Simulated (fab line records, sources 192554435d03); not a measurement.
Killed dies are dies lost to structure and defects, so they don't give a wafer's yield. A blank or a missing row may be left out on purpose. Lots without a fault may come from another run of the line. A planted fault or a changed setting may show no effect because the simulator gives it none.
Split-lot experiment | flow n5_finfet | 7 lots, 21 wafers read, on a route of 1938 steps

THE SPLIT
At N5_BEOL_M11_ETCH_62 (etches SOC in N2/H2, target depth 110 nm, overetch 22 nm, time 165 s), the setting bias_w was moved away from the recipe's 150 W on 9 of the 21 wafers read, by -17.0% to +14.2%. The other wafers ran this setting at the recipe's value.

The reading is taken at the split's own step.

THE READING
rf_vpp_V, in V, at N5_BEOL_M11_ETCH_62 (etches SOC in N2/H2, target depth 110 nm, overetch 22 nm, time 165 s). Fault-free wafers of this fab line usually give 523.7 V, standard deviation 2.6 V.

wafer  | tool, chamber at the split | bias_w as run, W | against the recipe | rf_vpp_V, V | against lot-mates on the recipe
L074.2 | rie_diel-01, 1             | 150              | recipe             | 525.3       | -
L074.3 | rie_diel-01, 2             | 150              | recipe             | 526.7       | -
L074.5 | rie_diel-01, 0             | 150              | recipe             | 523.5       | -
L075.3 | rie_diel-03, 3             | 150              | recipe             | 523.0       | -
L075.4 | rie_diel-03, 1             | 138.7            | -7.5%              | 493.6       | -29.4
L075.5 | rie_diel-03, 2             | 138.7            | -7.5%              | 500.8       | -22.2
L078.1 | rie_diel-03, 2             | 164              | +9.3%              | 556.6       | +35.2
L078.3 | rie_diel-03, 0             | 164              | +9.3%              | 556.6       | +35.2
L078.4 | rie_diel-03, 3             | 150              | recipe             | 521.4       | -
L080.1 | rie_diel-03, 2             | 171.3            | +14.2%             | 570.7       | +45.5
L080.4 | rie_diel-03, 1             | 171.3            | +14.2%             | 564.4       | +39.2
L080.6 | rie_diel-03, 2             | 150              | recipe             | 525.2       | -
L086.3 | rie_diel-01, 1             | 150              | recipe             | 525.8       | -
L086.5 | rie_diel-01, 1             | 135.5            | -9.7%              | 494.0       | -31.6
L086.6 | rie_diel-01, 2             | 150              | recipe             | 525.4       | -
L091.1 | rie_diel-03, 2             | 124.5            | -17.0%             | 466.7       | -54.8
L091.2 | rie_diel-03, 3             | 150              | recipe             | 521.5       | -
L091.4 | rie_diel-03, 0             | 124.5            | -17.0%             | 467.1       | -54.4
L097.1 | rie_diel-01, 1             | 150              | recipe             | 525.9       | -
L097.3 | rie_diel-01, 2             | 150              | recipe             | 524.9       | -
L097.5 | rie_diel-01, 1             | 150              | recipe             | 524.8       | -

THE FIT
A straight line over all 21 wafers: rf_vpp_V changes by +3.29 V for each +1% of bias_w; r = +1.00; the points scatter about the line by 2.5 V.
The same after taking each lot's own level away (the mean of its wafers on the recipe; 21 wafers): +3.24 V for each +1%; r = +1.00; scatter 2.6 V.
On that fit, the largest move of bias_w shifts the reading by 55 V.
The lots' own levels span 521.40 to 525.60 V, that is 1.6 times the standard deviation above.
So the lot-to-lot level changes the slope little: the two slopes agree.
Check: with one of the wafers moved furthest among these (-17.0%) left out of the fit, the line predicts -55.1 V for it against its lot-mates. It came out at -54.8 V against them.
Tool readings at the split's step, against how far the setting was moved: rf_vpp_V r = +1.00.

THE WHOLE CHAIN: every reading that the file lists as answering this split, in the file's order
step                | what it does                                                         | reading                                                                           | change (the file's fit)                | r (the file's)
N5_BEOL_M11_ETCH_62 | etches SOC in N2/H2, target depth 110 nm, overetch 22 nm, time 165 s | rf_vpp_V                                                                          | +3.24 V for each +1% of the setting    | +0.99
N5_BEOL_M11_ETCH_62 | etches SOC in N2/H2, target depth 110 nm, overetch 22 nm, time 165 s | SiARC_of_BEOL_M11_COAT_60.thk_nm (the simulator's own value, which no gauge read) | -0.0806 nm for each +1% of the setting | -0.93

THE FILE'S OWN FIT
rf_vpp_V changes by +3.24 V for each +1% of bias_w, r = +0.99.
